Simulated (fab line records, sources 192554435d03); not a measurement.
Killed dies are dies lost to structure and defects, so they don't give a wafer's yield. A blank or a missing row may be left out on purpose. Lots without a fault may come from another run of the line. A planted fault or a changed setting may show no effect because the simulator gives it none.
A struck lot beside a sound one | flow n5_finfet | 44 steps out of a route of 1938
Sound: wafers L236.2, L236.3, L236.6. Struck: wafer L245.3. (L245.1, L245.4 of the same lot were not struck and are left out.) The cause comes at the end.
At each step with rows: each side's tool, then ch and its chambers, then its first start. Under that, the readings that differ: sound wafers | struck wafers | difference of the means | sigmas: that difference in standard deviations of wafers without a fault.
alike: readings whose means differ by less than 2 such deviations, and words and numbers that are the same on both sides. not compared: withheld readings, readings that some wafer has no value for, bounds like >300 that may hide the same value, and numbers for which the record gives no deviation and whose values overlap.
The two part at a step that has a row with sigmas, a row that says differs or no value, or rows on one side only. Numbers that don't overlap but have no deviation are shown without sigmas and don't part them. A reading that every wafer of one side lacks parts them only if that side has two wafers or more.

N5_STI_FIN_REVEAL_ALD_14: deposits Si3N4, target thk 3 nm.
  sound on ald_sin-03 ch 0,1, day 3 16:58; struck on ald_sin-03 ch 3, day 5 23:35
  alike: heater_power_w
then, 3 steps without rows for these wafers: N5_STI_FIN_REVEAL_FCVD_FILL_01 (material SiO2 flowable, target thk 312 nm, time 512.2 s); N5_STI_FIN_REVEAL_DENSIFY_02 (time 1800 s); N5_STI_FIN_REVEAL_CMP_04 (polishes, stops on Si3N4, t overpolish 4 s, target thk 131.83 nm).
N5_STI_FIN_REVEAL_THK_MEAS_05:
  sound on film_metro-01, day 3 22:18; struck on film_metro-01, day 6 04:55
  alike: thk_nm
N5_STI_FIN_REVEAL_DENSIFY_30:
  sound on rtp_anneal-02 ch 0, day 3 22:23; struck on rtp_anneal-02 ch 0, day 6 04:56
  alike: lamp_power_pct, lamp_zone_4_pct
  not compared: wafer_temp_C_max
then, 1 step without rows for these wafers: N5_STI_FIN_REVEAL_ETCHBACK_08 (etches SiO2 in C4F6/O2, target depth 30.5 nm, time 10.167 s).
N5_STI_FIN_REVEAL_STRIP_24: strips in N2/H2, time 90 s.
  sound on rie_diel-05 ch 0,2,3, day 3 22:50; struck on rie_diel-03 ch 0, day 6 05:11
  alike: drypump_motor_current_A, oes_product_au, rf_vpp_V, showerhead_plenum_p_Torr, throttle_valve_pct
  not compared: rf_hours_counter_h
then, 4 steps without rows for these wafers: N5_STI_FIN_REVEAL_PRECLEAN_25 (cleans in SPM, time 90 s); N5_STI_FIN_REVEAL_PRECLEAN_26 (cleans in SC1, time 45 s); N5_STI_FIN_REVEAL_PRECLEAN_29 (cleans in DHF, time 30 s); N5_STI_FIN_REVEAL_SRD_12 (time 30 s).
N5_STI_FIN_REVEAL_RECESS_09: chemistry HF/NH3, target SiO2, afs cycles 11, target depth 42.5 nm, sublimation time 60 s.
  sound on vapor_etch-01 ch 0,1, day 3 23:02; struck on vapor_etch-02 ch 1, day 6 05:24
  alike: drypump_motor_current_A
then, 3 steps without rows for these wafers: N5_STI_FIN_REVEAL_STRIP_16 (strips SiNx in H3PO4, target depth 23.8 nm); N5_STI_FIN_REVEAL_PRECLEAN_17 (cleans in NF3:NH3, afs cycles 1, time 20 s, sublimation time 60 s); N5_STI_FIN_REVEAL_ETCH_34 (etches Si in H2, material Si, target depth 0.97 nm).
N5_STI_FIN_REVEAL_OXIDATION_31: chemistry O2 PLASMA REMOTE, time 20 s.
  sound on plasma_asher-02 ch 0,1, day 4 01:12; struck on plasma_asher-02 ch 1, day 6 07:33
  alike: drypump_motor_current_A, heater_power_w
  not compared: rf_hours_counter_h
then, 6 steps without rows for these wafers: N5_STI_FIN_REVEAL_PRECLEAN_32 (cleans in NF3:NH3, afs cycles 1, time 20 s, sublimation time 60 s); N5_STI_FIN_REVEAL_STRIP_35 (strips Si3N4 in H3PO4, target depth 4 nm, time 39 s); N5_STI_FIN_REVEAL_SRD_21 (time 30 s); N5_STI_FIN_REVEAL_OXIDATION_33 (chemistry O2 PLASMA REMOTE, time 20 s); N5_STI_FIN_REVEAL_CLEAN_19 (cleans in O3/DIW, time 120 s); N5_STI_FIN_REVEAL_SRD_23 (time 30 s).
N5_STI_FIN_REVEAL_CD_MEAS_22: target cd 6.238 nm, pitch 28 nm.
  sound on cd_sem-01, day 4 01:43; struck on cd_sem-01, day 6 08:04
  alike: cd_nm
N5_STI_FIN_REVEAL_FIN_H_MEAS_10:
  sound on ocd-02, day 4 01:45; struck on ocd-01, day 6 08:06
  reading              | sound          | struck | difference | sigmas
  trench_depth_nm (nm) | 52.2 52.4 53.2 | 55.1   | +2.5       | +3
then, 2 steps without rows for these wafers: N5_STI_FIN_REVEAL_PRECLEAN_18 (cleans in SC2, time 45 s); N5_STI_FIN_REVEAL_SRD_28 (time 30 s).
N5_STI_FIN_REVEAL_INSPECT_13: inspects for defects (darkfield).
  sound on defect_inspect-01, day 4 01:50; struck on defect_inspect-01, day 6 08:11
  alike: raw_defect_count
then, 2 steps without rows for these wafers: N5_DUMMY_GATE_PRECLEAN_00 (cleans in O3/DIW, time 60 s); N5_DUMMY_GATE_SRD_01 (time 30 s).
N5_DUMMY_GATE_ALD_02: deposits SiO2, target thk 2 nm, pulse time 1 s.
  sound on ald_sin-02 ch 0,1,2, day 4 02:14; struck on ald_sin-02 ch 3, day 6 08:17
  alike: heater_power_w, precursor_pulse_height_rel
then, 4 steps without rows for these wafers: N5_DUMMY_GATE_CVD_03 (deposits a-Si from SiH4, target thk 150 nm, time 8042 s); N5_DUMMY_GATE_PRECLEAN_46 (cleans in DIW, time 89.5 s); N5_DUMMY_GATE_SRD_47 (dry time 32 s); N5_DUMMY_GATE_CMP_04 (polishes a-Si).
N5_DUMMY_GATE_THK_MEAS_05:
  sound on film_metro-02, day 4 06:19; struck on film_metro-01, day 6 12:23
  alike: thk_nm
then, 6 steps without rows for these wafers: N5_DUMMY_GATE_HM_DEP_06 (deposits SiNx from DCS/NH3, target thk 80 nm, time 5141 s); N5_DUMMY_GATE_PECVD_30 (deposits SiO2 from TEOS/O2, target thk 55 nm, time 10.8 s); N5_DUMMY_GATE_COAT_34 (time 60 s, resist thk 60 nm); N5_DUMMY_GATE_COAT_35 (time 60 s, resist thk 10 nm); N5_DUMMY_GATE_COAT_28 (time 60 s, resist thk 10 nm); N5_DUMMY_GATE_COAT_09 (resist thk 30 nm).
-- the record jumps here: 5 days lie between the struck wafers' starts before and after (it left off in module DUMMY_GATE and takes up again in module BEOL_M4, whose first step shown is number 1111 of the route) --
N5_BEOL_M4_RC_MEAS_101:
  sound on prober-02 ch 0, day 9 11:54; struck on prober-02 ch 0, day 11 21:59
  reading       | sound          | struck | difference | sigmas
  ION_N (uA/um) | 672 659 670    | 717    | +50        | +4
  ION_P (uA/um) | 465 458 466    | 489    | +26        | +3
  SS_P (mV/dec) | 71.7 72.7 72.6 | 73.9   | +1.6       | +2
  alike: DIBL_N, DIBL_P, IOFF_N, IOFF_P, SS_N, VT_N, VT_P
-- the record jumps here: 4 days lie between the struck wafers' starts before and after (it left off in module BEOL_M4 and takes up again in module PASSIVATION, whose first step shown is number 1936 of the route) --
N5_PASSIVATION_PROBE_49:
  the record has rows for the struck wafers here (prober-01, day 16 00:37) and none for the sound ones

WHERE THEY PART
First at N5_STI_FIN_REVEAL_FIN_H_MEAS_10; last, within this record, at N5_PASSIVATION_PROBE_49.

WHY: what the simulator had put in
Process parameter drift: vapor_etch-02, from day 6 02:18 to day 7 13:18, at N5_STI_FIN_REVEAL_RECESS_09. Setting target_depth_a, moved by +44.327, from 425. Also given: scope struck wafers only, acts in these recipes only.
